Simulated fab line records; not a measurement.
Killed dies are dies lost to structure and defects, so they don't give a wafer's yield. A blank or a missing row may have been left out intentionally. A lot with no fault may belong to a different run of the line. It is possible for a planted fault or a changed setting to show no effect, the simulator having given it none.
Chamber matching ; flow nand_harc ; cmp-04 running NHARC_A_STAIRCASE_CMP_450: 4 sister chambers
The step polishes SiO2, target thk 200 nm. 4 wafers are shown with their chamber, then 10 later ones without.

## WAFERS PAIRED WITH THEIR CHAMBERS
wafer;chamber;motor_current_A (A)
L088.4;3;10.0
L088.5;1;14.6
L090.1;2;14.1
L090.2;0;12.5

## WAFERS WITHOUT THEIR CHAMBER
wafer;motor_current_A (A)
L090.6;13.6
L089.2;11.7
L089.4;10.9
L089.6;13.7
L092.3;13.5
L092.4;11.3
L092.5;10.7
L093.3;12.0
L093.4;13.9
L093.5;13.3

## EACH ONE'S CHAMBER
wafer;from the rows above;in truth
L090.6;can't be placed: 2 or 1 or 0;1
L089.2;can't be placed: 0 or 3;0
L089.4;can't be placed: 3 or 0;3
L089.6;can't be placed: 2 or 1 or 0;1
L092.3;can't be placed: 2 or 0 or 1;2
L092.4;can't be placed: 0 or 3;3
L092.5;can't be placed: 3 or 0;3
L093.3;0;0
L093.4;can't be placed: 2 or 1 or 0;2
L093.5;can't be placed: 2 or 0 or 1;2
1 of 10 placed correctly. These rows do not allow placing 9 (true chamber among the candidates in 9). 0 placed wrongly.
How it was worked out, from the rows above alone: a wafer's distance from a chamber is the root of the sum, over the readings, of the square of ((its reading less the chamber's mean) divided by the reading's scatter). The wafer belongs to the nearest chamber; if the next one is less than 2 further off, it can't be placed. Each chamber's mean is taken over the wafers shown for it. The scatter: with one shown wafer a chamber, the root of the mean of the squares of how far each hidden wafer lies from its nearest shown one.
